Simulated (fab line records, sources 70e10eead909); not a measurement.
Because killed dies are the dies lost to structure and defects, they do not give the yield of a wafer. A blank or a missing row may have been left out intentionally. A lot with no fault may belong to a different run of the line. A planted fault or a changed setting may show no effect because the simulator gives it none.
fab line records | flow nand-harc
[record] lots = 11 | wafers = 33 | last-day = 34
route steps=1302 shown A_CHANNEL_HOLE_D2@603 A_CHANNEL_FILL_D2@637 END@1302
lots that met no fault: from a run of the same line without faults
start-h: the number of hours between the record's first day and the start of the first shown wafer of the lot | wait-h: time in hours since the lot's previous step | " unchanged from the row above | L1.1+2: a row that stands for several wafers | - either no value or no given start | * or withheld: withheld | < > ~ a bound
route shown NAME@n: names a module that has steps shown in the file, with the first one's number in the route | usual: average and standard deviation across the fault-free wafers | same: alike in all rows | chamber/n: place in a boat | sites: the reading at each site | _std_site: the values' standard deviation | _edge_site: outer sites' mean less inner sites' | radius-mm: how far each site lies from the wafer's centre | mask NAME#n: copy n | behind: the last tool/chamber to shape the wafer | hold: what put the lot on hold/how long, in hours/how the hold closed | device: whichever transistor did not switch (one of n, p or np) | end of line: tests of these same wafers at the route's end | a step given without rows: its recipe and nothing more | killed: the dies lost at the first sort to structure and to defects; this is not the yield of the wafer | map: per-die view of a wafer (x killed, . not killed, _ where there is no die)
set.NAME: setting as actually run; set.NAME@STEP: the setting as run at that earlier step | model.NAME: the simulator's own value behind a step, which no gauge read
route steps across a sampled set of lots; one table per step, one row per wafer
services: when a tool's chamber went out of use (start-h, in hours from the record's first day, below 0 if earlier), for how many hours, and the reason
[[steps]]
[step NHARC_A_CHANNEL_HOLE_D2_ETCH_44]
[recipe] target-depth-a = 1400 | overetch-a = 140 | time-s = 77 | ion-energy-ev = 100 | cf4-flow-sccm = 80 | o2-flow-sccm = 20 | ar-flow-sccm = 0 | rf-w = 300 | bias-w = 100 | chemistry = CF4/O2
[usual] drypump-motor-current-A = 5.8/0.47 | oes-product-au = 1.001/0.011 | rf-vpp-V = 197.8/1.3 | showerhead-plenum-p-Torr = 1.33/0.054 | throttle-valve-pct = 13.397/0.0088
lot.wafer | tool        | chamber | start-h | wait-h | drypump-motor-current-A | oes-product-au | rf-hours-counter-h | rf-vpp-V | showerhead-plenum-p-Torr | throttle-valve-pct
L653.2    | rie-diel-01 | 3       | 304.52  | 0.1    | 6.0                     | 1.004          | 4.5                | 198.3    | 1.36                     | 13.398
L653.6    | "           | 1       | "       | "      | 5.4                     | 1.014          | -                  | 196.3    | 1.26                     | 13.403
L653.5    | "           | 2       | "       | "      | 6.4                     | 1.017          | -                  | 198.2    | 1.41                     | 13.384
L655.2    | rie-diel-08 | 3       | 339.56  | 0.1    | 6.4                     | 0.998          | 8.8                | 198.6    | 1.35                     | 13.400
L655.6    | "           | 1       | "       | "      | 6.5                     | 1.003          | -                  | 196.0    | 1.27                     | 13.392
L655.5    | "           | 2       | "       | "      | 5.8                     | 1.019          | -                  | 195.9    | 1.28                     | 13.395
L656.2    | rie-diel-08 | 1       | 343.39  | 0.1    | 6.4                     | 0.995          | 9.5                | 195.8    | 1.27                     | 13.400
L656.5    | "           | 3       | "       | "      | 6.4                     | 0.987          | -                  | 196.5    | 1.36                     | 13.394
L656.6    | "           | 0       | "       | "      | 5.7                     | 0.997          | -                  | 198.5    | 1.37                     | 13.402
L658.2    | rie-diel-12 | 3       | 351.32  | 0.0    | 6.3                     | 0.990          | 4.2                | 196.3    | 1.26                     | 13.399
L658.1    | "           | 2       | "       | "      | 5.3                     | 1.002          | 3.7                | 199.0    | 1.39                     | 13.383
L658.6    | "           | 3       | "       | "      | 6.3                     | 0.996          | -                  | 198.0    | 1.26                     | 13.396
L659.3    | rie-diel-12 | 1       | 370.52  | 0.1    | 5.2                     | 0.991          | 5.1                | 200.2    | 1.40                     | 13.398
L659.2    | "           | 3       | "       | "      | 6.2                     | 0.979          | 5.8                | 196.8    | 1.26                     | 13.410
L659.5    | "           | 2       | "       | "      | 5.2                     | 1.007          | -                  | 198.5    | 1.39                     | 13.402
L661.3    | rie-diel-12 | 3       | 374.67  | 0.1    | 6.3                     | 0.998          | 6.0                | 196.4    | 1.26                     | 13.374
L661.1    | "           | 2       | "       | "      | 5.3                     | 1.019          | 5.7                | 199.8    | 1.39                     | 13.386
L661.6    | "           | 0       | "       | "      | 5.4                     | 1.003          | -                  | 196.9    | 1.32                     | 13.383
L662.3    | rie-diel-08 | 0       | 386.48  | 0.1    | 5.7                     | 1.022          | 0.1                | 198.7    | 1.37                     | 13.394
L662.6    | "           | 3       | "       | "      | 6.4                     | 0.998          | -                  | 198.3    | 1.35                     | 13.394
L662.5    | "           | 0       | "       | "      | 5.7                     | 1.022          | -                  | 199.5    | 1.37                     | 13.391
L671.1    | rie-diel-12 | 0       | 495.77  | 0.1    | 5.5                     | 0.987          | 1.9                | 198.4    | 1.32                     | 13.399
L671.3    | "           | 3       | "       | "      | 6.3                     | 0.997          | 1.9                | 196.8    | 1.26                     | 13.391
L671.6    | "           | 1       | "       | "      | 5.2                     | 1.006          | -                  | 199.9    | 1.39                     | 13.405
L674.4    | rie-diel-08 | 3       | 512.86  | 0.0    | 6.5                     | 0.998          | 7.5                | 197.0    | 1.35                     | 13.392
L674.3    | "           | 1       | "       | "      | 6.4                     | 1.019          | 9.3                | 197.8    | 1.27                     | 13.392
L674.5    | "           | 3       | "       | "      | 6.5                     | 1.000          | -                  | 200.0    | 1.35                     | 13.396
L673.2    | rie-diel-01 | 3       | 522.63  | 0.0    | 6.0                     | 1.001          | 5.5                | 197.4    | 1.36                     | 13.401
L673.3    | "           | 0       | "       | "      | 6.2                     | 1.005          | 5.4                | 196.8    | 1.29                     | 13.392
L673.1    | "           | 2       | "       | "      | 6.4                     | 1.018          | 4.7                | 198.6    | 1.41                     | 13.383
L675.1    | rie-diel-12 | 1       | 536.54  | 0.1    | 5.2                     | 0.999          | 3.7                | 198.1    | 1.39                     | 13.395
L675.6    | "           | 3       | "       | "      | 6.3                     | 0.994          | -                  | 195.7    | 1.26                     | 13.394
L675.5    | "           | 0       | "       | "      | 5.4                     | 1.000          | -                  | 196.1    | 1.32                     | 13.401
[step NHARC_A_CHANNEL_HOLE_D2_STRIP_28]
[recipe] o2-flow-sccm = 500 | ar-flow-sccm = 0 | bias-w = 0 | chemistry = O2
[usual] drypump-motor-current-A = 5.8/0.47 | oes-product-au = 1.001/0.0096 | rf-vpp-V = 57.9/0.84 | showerhead-plenum-p-Torr = 3.52/0.14 | throttle-valve-pct = 17.037/0.0095
lot.wafer | tool        | chamber | start-h | wait-h | drypump-motor-current-A | oes-product-au | rf-hours-counter-h | rf-vpp-V | showerhead-plenum-p-Torr | throttle-valve-pct
L653.2    | rie-diel-01 | 2       | -       | -      | 6.4                     | 0.993          | 4.7                | 58.2     | 3.72                     | 17.044
L653.6    | "           | 1       | "       | "      | 5.4                     | 1.007          | -                  | 56.2     | 3.33                     | 17.032
L653.5    | "           | 2       | "       | "      | 6.4                     | 0.990          | -                  | 58.5     | 3.72                     | 17.042
L655.2    | rie-diel-08 | 2       | -       | -      | 5.8                     | 1.008          | 8.9                | 57.9     | 3.39                     | 17.054
L655.6    | "           | 2       | "       | "      | 5.8                     | 1.006          | -                  | 57.8     | 3.39                     | 17.043
L655.5    | "           | 3       | "       | "      | 6.4                     | 1.005          | -                  | 57.4     | 3.58                     | 17.048
L656.2    | rie-diel-08 | 1       | -       | -      | 6.4                     | 0.994          | 9.5                | 57.1     | 3.38                     | 17.038
L656.6    | "           | 0       | "       | "      | 5.7                     | 1.005          | -                  | 58.9     | 3.62                     | 17.040
L656.5    | "           | 1       | "       | "      | 6.5                     | 1.006          | -                  | 57.0     | 3.38                     | 17.061
L658.1    | rie-diel-12 | 3       | -       | -      | 6.3                     | 0.982          | 4.2                | 57.9     | 3.35                     | 17.038
L658.2    | "           | 0       | "       | "      | 5.4                     | 0.999          | 3.7                | 58.4     | 3.49                     | 17.027
L658.6    | "           | 2       | "       | "      | 5.2                     | 1.020          | -                  | 59.2     | 3.68                     | 17.046
L659.2    | rie-diel-12 | 3       | -       | -      | 6.3                     | 0.990          | 5.9                | 57.7     | 3.34                     | 17.036
L659.3    | "           | 0       | "       | "      | 5.4                     | 0.990          | 5.4                | 57.2     | 3.49                     | 17.029
L659.5    | "           | 2       | "       | "      | 5.3                     | 1.013          | -                  | 58.5     | 3.67                     | 17.035
L661.1    | rie-diel-12 | 1       | -       | -      | 5.2                     | 0.990          | 5.3                | 59.0     | 3.68                     | 17.055
L661.3    | "           | 3       | "       | "      | 6.3                     | 0.989          | 6.0                | 58.3     | 3.34                     | 17.030
L661.6    | "           | 1       | "       | "      | 5.2                     | 0.996          | -                  | 59.2     | 3.68                     | 17.038
L662.3    | rie-diel-08 | 2       | -       | -      | 5.8                     | 1.005          | 0.1                | 57.1     | 3.39                     | 17.034
L662.6    | "           | 1       | "       | "      | 6.4                     | 0.995          | -                  | 58.1     | 3.37                     | 17.032
L662.5    | "           | 2       | "       | "      | 5.8                     | 1.002          | -                  | 58.0     | 3.39                     | 17.031
L671.3    | rie-diel-12 | 0       | -       | -      | 5.4                     | 0.993          | 2.0                | 57.0     | 3.49                     | 17.042
L671.1    | "           | 2       | "       | "      | 5.2                     | 0.990          | 1.3                | 58.0     | 3.67                     | 17.039
L671.6    | "           | 0       | "       | "      | 5.4                     | 0.988          | -                  | 57.6     | 3.49                     | 17.036
L674.3    | rie-diel-08 | 3       | -       | -      | 6.5                     | 0.979          | 7.6                | 58.8     | 3.57                     | 17.049
L674.4    | "           | 0       | "       | "      | 5.7                     | 1.006          | 7.4                | 57.8     | 3.62                     | 17.036
L674.5    | "           | 0       | "       | "      | 5.7                     | 1.014          | -                  | 58.7     | 3.62                     | 17.020
L673.1    | rie-diel-01 | 0       | -       | -      | 6.2                     | 1.000          | 5.4                | 58.3     | 3.42                     | 17.048
L673.3    | "           | 1       | "       | "      | 5.5                     | 1.009          | 4.7                | 57.9     | 3.32                     | 17.048
L673.2    | "           | 3       | "       | "      | 6.0                     | 1.005          | 5.5                | 57.7     | 3.58                     | 17.056
L675.1    | rie-diel-12 | 3       | -       | -      | 6.3                     | 0.996          | 3.9                | 58.1     | 3.34                     | 17.053
L675.5    | "           | 0       | "       | "      | 5.5                     | 0.996          | -                  | 58.5     | 3.49                     | 17.039
L675.6    | "           | 1       | "       | "      | 5.2                     | 0.998          | -                  | 56.6     | 3.68                     | 17.040
[step NHARC_A_CHANNEL_FILL_D2_RTA_24]
[recipe] temp-c = 1000 | time-s = 5
[usual] lamp-power-pct = 30.2/0.7 | lamp_zone_1_pct = 30.2/0.71 | lamp_zone_2_pct = 30.2/0.7 | lamp_zone_3_pct = 30.2/0.7 | lamp_zone_4_pct = 30.2/0.7 | lamp_zone_5_pct = 30.2/0.7 | lamp_zone_6_pct = 30.2/0.7 | lamp_zone_7_pct = 30.7/0.72 | wafer_temp_C_max = 1003.5/0.8
lot.wafer | tool          | chamber | start-h | wait-h | lamp-power-pct | lamp_zone_1_pct | lamp_zone_2_pct | lamp_zone_3_pct | lamp_zone_4_pct | lamp_zone_5_pct | lamp_zone_6_pct | lamp_zone_7_pct | wafer_temp_C_max
L653.2    | rtp-anneal-02 | 0       | 353.71  | 0.1    | 29.5           | 29.6            | 29.6            | 29.5            | 29.5            | 29.5            | 29.5            | 30.0            | 1004.7
L653.5    | "             | 0       | "       | "      | 29.6           | 29.5            | 29.5            | 29.5            | 29.5            | 29.5            | 29.5            | 29.9            | 1003.0
L653.6    | "             | 0       | "       | "      | 29.5           | 29.6            | 29.6            | 29.6            | 29.5            | 29.6            | 29.5            | 30.0            | 1003.1
L655.2    | rtp-anneal-01 | 0       | 390.63  | 0.1    | 30.9           | 30.9            | 30.9            | 31.0            | 30.9            | 31.0            | 30.9            | 31.4            | 1003.9
L655.5    | "             | 0       | "       | "      | 31.0           | 30.9            | 31.0            | 30.9            | 30.9            | 31.0            | 30.9            | 31.4            | 1002.9
L655.6    | "             | 0       | "       | "      | 31.0           | 30.9            | 30.9            | 31.0            | 31.0            | 30.9            | 30.8            | 31.4            | 1003.7
L656.2    | rtp-anneal-01 | 0       | 395.63  | 0.1    | 31.0           | 31.0            | 30.9            | 30.9            | 30.9            | 30.9            | 30.8            | 31.5            | 1003.7
L656.5    | "             | 0       | "       | "      | 30.9           | 30.9            | 31.0            | 30.9            | 31.0            | 30.9            | 30.8            | 31.4            | 1005.6
L656.6    | "             | 0       | "       | "      | 30.9           | 30.9            | 31.0            | 30.9            | 31.0            | 30.9            | 30.9            | 31.4            | 1003.8
L658.1    | rtp-anneal-02 | 0       | 400.72  | 0.0    | 29.5           | 29.5            | 29.6            | 29.5            | 29.5            | 29.5            | 29.5            | 30.0            | 1003.3
L658.2    | "             | 0       | "       | "      | 29.6           | 29.5            | 29.5            | 29.5            | 29.5            | 29.5            | 29.5            | 30.0            | 1004.1
L658.6    | "             | 0       | "       | "      | 29.5           | 29.5            | 29.5            | 29.5            | 29.6            | 29.5            | 29.5            | 30.0            | 1002.7
L659.2    | rtp-anneal-02 | 0       | 420.51  | 0.2    | 29.5           | 29.5            | 29.5            | 29.5            | 29.5            | 29.5            | 29.5            | 29.9            | 1002.0
L659.3    | "             | 0       | "       | "      | 29.5           | 29.5            | 29.5            | 29.5            | 29.5            | 29.5            | 29.4            | 30.0            | 1001.8
L659.5    | "             | 0       | "       | "      | 29.5           | 29.4            | 29.5            | 29.5            | 29.5            | 29.5            | 29.5            | 29.9            | 1003.2
L661.1    | rtp-anneal-02 | 0       | 428.29  | 0.0    | 29.6           | 29.6            | 29.5            | 29.5            | 29.5            | 29.5            | 29.5            | 30.0            | 1004.2
L661.3    | "             | 0       | "       | "      | 29.5           | 29.5            | 29.5            | 29.5            | 29.5            | 29.5            | 29.4            | 30.0            | 1003.0
L661.6    | "             | 0       | "       | "      | 29.5           | 29.5            | 29.5            | 29.5            | 29.6            | 29.5            | 29.5            | 30.0            | 1003.3
L662.3    | rtp-anneal-01 | 0       | 434.99  | 0.1    | 32.5           | 32.5            | 32.5            | 32.5            | 32.5            | 32.5            | 32.4            | 33.0            | 1020.4
L662.5    | "             | 0       | "       | "      | 32.5           | 32.5            | 32.5            | 32.5            | 32.5            | 32.5            | 32.4            | 33.0            | 1020.2
L662.6    | "             | 0       | "       | "      | 32.5           | 32.5            | 32.5            | 32.6            | 32.5            | 32.5            | 32.5            | 32.9            | 1020.7
L671.1    | rtp-anneal-01 | 0       | 544.52  | 0.0    | 30.9           | 30.9            | 30.9            | 30.9            | 30.9            | 31.0            | 30.9            | 31.4            | 1003.9
L671.3    | "             | 0       | "       | "      | 30.9           | 31.0            | 30.9            | 30.9            | 30.9            | 30.9            | 30.8            | 31.5            | 1002.9
L671.6    | "             | 0       | "       | "      | 30.9           | 30.9            | 31.0            | 30.9            | 30.9            | 30.9            | 30.8            | 31.5            | 1004.3
L674.3    | rtp-anneal-02 | 0       | 564.98  | 0.1    | 29.6           | 29.6            | 29.5            | 29.5            | 29.5            | 29.6            | 29.5            | 30.0            | 1003.3
L674.4    | "             | 0       | "       | "      | 29.5           | 29.5            | 29.5            | 29.6            | 29.5            | 29.5            | 29.5            | 30.0            | 1004.2
L674.5    | "             | 0       | "       | "      | 29.5           | 29.5            | 29.6            | 29.6            | 29.6            | 29.6            | 29.5            | 30.0            | 1003.7
L673.1    | rtp-anneal-01 | 0       | 573.29  | 0.1    | 30.9           | 30.9            | 30.9            | 30.9            | 30.9            | 31.0            | 30.9            | 31.5            | 1003.8
L673.2    | "             | 0       | "       | "      | 31.0           | 31.0            | 31.0            | 30.9            | 31.0            | 30.9            | 30.9            | 31.5            | 1003.9
L673.3    | "             | 0       | "       | "      | 30.9           | 30.9            | 30.9            | 30.9            | 30.9            | 31.0            | 30.8            | 31.4            | 1004.1
L675.1    | rtp-anneal-01 | 0       | 586.28  | 0.0    | 31.0           | 31.0            | 31.0            | 30.9            | 30.9            | 30.9            | 30.9            | 31.5            | 1003.1
L675.5    | "             | 0       | "       | "      | 30.9           | 31.0            | 30.9            | 31.0            | 30.9            | 31.0            | 30.9            | 31.5            | 1005.2
L675.6    | "             | 0       | "       | "      | 31.0           | 30.9            | 31.0            | 30.9            | 31.0            | 31.0            | 30.9            | 31.4            | 1002.5
[step NHARC_A_CHANNEL_FILL_D2_INSPECT_13]
[usual] raw-defect-count = 383/140
lot.wafer | tool              | chamber | start-h | wait-h | raw-defect-count
L653.2    | defect-inspect-02 | -       | 353.88  | 0.1    | 453
L653.5    | "                 | -       | "       | "      | 299
L653.6    | "                 | -       | "       | "      | 318
L655.2    | defect-inspect-01 | -       | 390.80  | 0.1    | 363
L655.5    | "                 | -       | "       | "      | 252
L655.6    | "                 | -       | "       | "      | 382
L656.2    | defect-inspect-01 | -       | 395.80  | 0.1    | 332
L656.5    | "                 | -       | "       | "      | 479
L656.6    | "                 | -       | "       | "      | 337
L658.1    | defect-inspect-01 | -       | 400.92  | 0.2    | 353
L658.2    | "                 | -       | "       | "      | 538
L658.6    | "                 | -       | "       | "      | 702
L659.2    | defect-inspect-01 | -       | 420.67  | 0.1    | 213
L659.3    | "                 | -       | "       | "      | 347
L659.5    | "                 | -       | "       | "      | 289
L661.1    | defect-inspect-01 | -       | 428.49  | 0.2    | 437
L661.3    | "                 | -       | "       | "      | 329
L661.6    | "                 | -       | "       | "      | 345
L662.3    | defect-inspect-02 | -       | 435.13  | 0.1    | 435
L662.5    | "                 | -       | "       | "      | 492
L662.6    | "                 | -       | "       | "      | 271
L671.1    | defect-inspect-01 | -       | 544.71  | 0.2    | 265
L671.3    | "                 | -       | "       | "      | 297
L671.6    | "                 | -       | "       | "      | 389
L674.3    | defect-inspect-01 | -       | 565.12  | 0.1    | 131
L674.4    | "                 | -       | "       | "      | 251
L674.5    | "                 | -       | "       | "      | 155
L673.1    | defect-inspect-02 | -       | 573.49  | 0.2    | 370
L673.2    | "                 | -       | "       | "      | 231
L673.3    | "                 | -       | "       | "      | 320
L675.1    | defect-inspect-01 | -       | 586.48  | 0.2    | 268
L675.5    | "                 | -       | "       | "      | 185
L675.6    | "                 | -       | "       | "      | 170
[step NHARC_END_SORT_01]
[recipe] temp-c = 25
[usual] killed-at-array = 54/18 | killed-at-other = 0.7/0.87 | killed-at-periphery = 3.7/2.5 | killed-dies = 59/19 | killed-open = 3.3/2 | killed-short = 2.6/1.6
[same] gross-dies = 677
lot.wafer | tool      | chamber | start-h | wait-h | killed-at-array | killed-at-other | killed-at-periphery | killed-dies | killed-open | killed-short
L658.1    | prober-02 | 0       | 637.45  | 2.5    | 62              | 0               | 8                   | 70          | 5           | 4
L658.2    | prober-02 | 0       | 638.25  | 2.8    | 64              | 0               | 11                  | 75          | 4           | 4
L658.6    | prober-02 | 0       | 641.45  | 4.0    | 63              | 1               | 2                   | 66          | 1           | 2
L662.3    | prober-01 | 0       | 649.19  | 3.1    | 31              | 0               | 5                   | 36          | 2           | 3
L662.5    | prober-01 | 0       | 650.80  | 3.7    | 34              | 0               | 3                   | 37          | 5           | 4
L662.6    | prober-01 | 0       | 651.60  | 4.0    | 27              | 2               | 1                   | 30          | 3           | 1
L659.2    | prober-02 | 0       | 658.39  | 2.8    | 53              | 0               | 4                   | 57          | 3           | 1
L659.3    | prober-02 | 0       | 659.19  | 3.1    | 44              | 0               | 3                   | 47          | 3           | 3
L659.5    | prober-02 | 0       | 660.79  | 3.7    | 52              | 2               | 4                   | 58          | 5           | 4
L661.1    | prober-02 | 0       | 665.41  | 2.5    | 63              | 0               | 4                   | 67          | 4           | 2
L661.3    | prober-02 | 0       | 667.03  | 3.1    | 58              | 0               | 3                   | 61          | 6           | 2
L661.6    | prober-02 | 0       | 669.47  | 4.1    | 63              | 0               | 2                   | 65          | 4           | 3
L675.1    | prober-01 | 0       | 806.44  | 2.5    | 58              | 2               | 2                   | 62          | 6           | 1
L675.5    | prober-01 | 0       | 809.71  | 3.8    | 68              | 3               | 4                   | 75          | 5           | 3
L675.6    | prober-01 | 0       | 810.52  | 4.1    | 61              | 1               | 5                   | 67          | 2           | 2
// killed by level:class
L658.1 A_CHANNEL_HOLE_D1:chamber-film-flake=28 A_SLIT:chamber-film-flake=15 A_CONTACT:chamber-film-flake=5 A_CHANNEL_HOLE_D2:chamber-film-flake=4 P_CONTACT:chamber-film-flake=3 A_STAIRCASE:chamber-film-flake=2 P_STI:geometric-particle:short=1 P_GATE:geometric-particle:open=1
L658.2 A_CHANNEL_HOLE_D1:chamber-film-flake=29 A_SLIT:chamber-film-flake=21 P_CONTACT:chamber-film-flake=4 A_CONTACT:chamber-film-flake=4 A_CHANNEL_HOLE_D2:chamber-film-flake=4 A_STAIRCASE:chamber-film-flake=2 P_CONTACT:geometric-particle:open=1 P_M0:geometric-particle:open=1
L658.6 A_CHANNEL_HOLE_D1:chamber-film-flake=32 A_SLIT:chamber-film-flake=19 A_CHANNEL_HOLE_D2:chamber-film-flake=7 A_CONTACT:chamber-film-flake=3 A_M0:geometric-particle:short=1 A_M0:geometric-particle:open=1 STARTING-WAFER:geometric-particle:short=1 P_ZERO_WELL:chamber-film-flake=1
L662.3 A_CHANNEL_HOLE_D2:chamber-film-flake=11 A_CONTACT:chamber-film-flake=10 P_ZERO_WELL:chamber-film-flake=3 A_CHANNEL_HOLE_D1:chamber-film-flake=2 A_SLIT:chamber-film-flake=2 P_GATE:geometric-particle:short=1 A_ONON_D2:geometric-particle:short=1 A_WL_FILL:geometric-particle:short=1
L662.5 A_CHANNEL_HOLE_D2:chamber-film-flake=13 A_CHANNEL_HOLE_D1:chamber-film-flake=4 A_WL_FILL:chamber-film-flake=3 A_ONON_D1:geometric-particle:short=2 A_BLC:geometric-particle:open=2 A_SLIT:chamber-film-flake=2 P_GATE:geometric-particle:short=1 P_GATE:geometric-particle:open=1
L662.6 A_CHANNEL_HOLE_D2:chamber-film-flake=15 A_CHANNEL_HOLE_D1:chamber-film-flake=3 A_CONTACT:chamber-film-flake=3 A_CONTACT:geometric-particle:open=2 A_ONON_D1:geometric-particle:short=1 A_CHANNEL_FILL_D2:geometric-particle:open=1 P_GATE:chamber-film-flake=1 A_CHANNEL_FILL_D2:chamber-film-flake=1
L659.2 A_CHANNEL_HOLE_D1:chamber-film-flake=36 A_CHANNEL_HOLE_D2:chamber-film-flake=8 P_BONDPAD:chamber-film-flake=2 A_CONTACT:chamber-film-flake=2 P_GATE:geometric-particle:open=1 A_CHANNEL_HOLE_D2:geometric-particle:short=1 A_CHANNEL_FILL_D2:geometric-particle:open=1 A_BLC:geometric-particle:open=1
L659.3 A_CHANNEL_HOLE_D1:chamber-film-flake=21 A_CHANNEL_HOLE_D2:chamber-film-flake=9 A_CONTACT:chamber-film-flake=5 P_BONDPAD:chamber-film-flake=3 A_CHANNEL_HOLE_D1:geometric-particle:short=1 A_CHANNEL_FILL_D1:geometric-particle:open=1 A_DECK1_JOINT:geometric-particle:short=1 A_CHANNEL_FILL_D2:geometric-particle:short=1
L659.5 A_CHANNEL_HOLE_D1:chamber-film-flake=25 A_CHANNEL_HOLE_D2:chamber-film-flake=11 A_CONTACT:chamber-film-flake=5 A_CHANNEL_FILL_D1:geometric-particle:open=2 P_BONDPAD:chamber-film-flake=2 A_STAIRCASE:chamber-film-flake=2 THIN_TSV:chamber-film-flake=2 P_M0:geometric-particle:open=1
L661.1 A_SLIT:chamber-film-flake=26 A_CHANNEL_HOLE_D1:chamber-film-flake=21 A_CHANNEL_HOLE_D2:chamber-film-flake=9 A_STAIRCASE:chamber-film-flake=2 A_BLC:chamber-film-flake=2 P_STI:geometric-particle:open=1 P_GATE:geometric-particle:open=1 P_CONTACT:geometric-particle:open=1
L661.3 A_SLIT:chamber-film-flake=21 A_CHANNEL_HOLE_D1:chamber-film-flake=19 A_CHANNEL_HOLE_D2:chamber-film-flake=8 A_STAIRCASE:chamber-film-flake=3 P_STI:geometric-particle:open=1 P_CONTACT:geometric-particle:open=1 A_DECK1_JOINT:geometric-particle:open=1 A_ONON_D2:geometric-particle:open=1
L661.6 A_CHANNEL_HOLE_D1:chamber-film-flake=28 A_SLIT:chamber-film-flake=18 A_CHANNEL_HOLE_D2:chamber-film-flake=7 A_CHANNEL_FILL_D2:geometric-particle:short=2 A_BLC:chamber-film-flake=2 P_GATE:geometric-particle:open=1 A_SOURCE_PLATE:geometric-particle:open=1 A_CHANNEL_FILL_D1:geometric-particle:open=1
L675.1 A_SLIT:chamber-film-flake=28 A_CHANNEL_HOLE_D1:chamber-film-flake=8 A_STAIRCASE:chamber-film-flake=7 A_CONTACT:chamber-film-flake=5 A_WL_FILL:geometric-particle:open=2 A_DECK1_JOINT:chamber-film-flake=2 THIN_TSV:chamber-film-flake=2 P_GATE:geometric-particle:open=1
L675.5 A_SLIT:chamber-film-flake=33 A_CHANNEL_HOLE_D1:chamber-film-flake=19 A_CONTACT:chamber-film-flake=5 A_STAIRCASE:chamber-film-flake=4 THIN_TSV:chamber-film-flake=3 P_GATE:chamber-film-flake=2 P_CONTACT:geometric-particle:open=1 P_M0:geometric-particle:open=1
L675.6 A_SLIT:chamber-film-flake=28 A_CHANNEL_HOLE_D1:chamber-film-flake=18 A_CONTACT:chamber-film-flake=5 A_STAIRCASE:chamber-film-flake=4 P_M0:geometric-particle:open=2 P_GATE:chamber-film-flake=2 A_CHANNEL_FILL_D2:chamber-film-flake=2 P_M0:geometric-particle:short=1
[[services]]
tool          | chamber | start-h | hours | kind
rie-diel-12   | 2       | 300.75  | 1.2   | repair
rie-diel-12   | 0       | 302.07  | -     | clean
rie-diel-12   | 1       | 302.07  | -     | clean
rie-diel-12   | 2       | 302.07  | -     | clean
rie-diel-12   | 3       | 302.07  | -     | clean
rie-diel-12   | 2       | 316.86  | 4.9   | repair
rie-diel-12   | 0       | 326.57  | -     | clean
rie-diel-12   | 1       | 326.57  | -     | clean
rie-diel-08   | 2       | 347.15  | 8.8   | repair
rie-diel-08   | -       | 367.80  | 9.0   | pm
rtp-anneal-01 | -       | 372.00  | 12.0  | pm
rie-diel-01   | 1       | 379.55  | 7.3   | repair
rie-diel-01   | -       | 381.01  | 9.0   | pm
rie-diel-08   | 0       | 431.90  | 7.5   | repair
rie-diel-08   | 2       | 440.64  | 8.1   | repair
rie-diel-12   | -       | 445.57  | 9.0   | pm
rie-diel-12   | 2       | 469.95  | 23.5  | repair
rie-diel-01   | -       | 477.96  | 2.3   | repair
rie-diel-01   | 2       | 535.14  | 4.2   | repair
rie-diel-08   | -       | 544.80  | 9.0   | pm
rie-diel-12   | 1       | 552.02  | 4.2   | repair
rie-diel-01   | -       | 558.01  | 9.0   | pm
rie-diel-08   | 2       | 577.37  | 2.5   | repair
rie-diel-08   | 1       | 583.52  | 12.2  | repair
[[key]]
[first-sign] step = NHARC_A_CHANNEL_FILL_D2_RTA_24 | reading = wafer_temp_C_max | direction = up | sigmas = 21 | usual = * | struck = *
[effect] step = NHARC_A_CHANNEL_FILL_D2_RTA_24 | reading = lamp_zone_6_pct | direction = up | sigmas = 3.3 | usual = 30.2 | struck = 32.5
met-at NHARC_A_CHANNEL_FILL_D2_RTA_24
struck-lots L662
struck-wafers L662.3,L662.5,L662.6
tester-left-out L662
not-acting-at NHARC_A_CHANNEL_HOLE_D2_ETCH_44,NHARC_A_CHANNEL_HOLE_D2_STRIP_28,NHARC_A_CHANNEL_FILL_D2_INSPECT_13
onset-between 395.63 434.99
[fault] kind = process-parameter-drift | tool = rtp-anneal-01 | chamber = - | onset-h = 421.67 | steps = NHARC_A_CHANNEL_FILL_D2_RTA_24 | channel = temp-c | offset = * | shape = step | end-h = 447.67 | acts-in = * | stated = *
// tester-left-out: of these lots the tester's yield and bins aren't shown, on N5 and GAA mostly nor the transistor test; their killed dies are dies lost to structure and defects alone, not to doping, threshold or leakage, so they don't give the yield
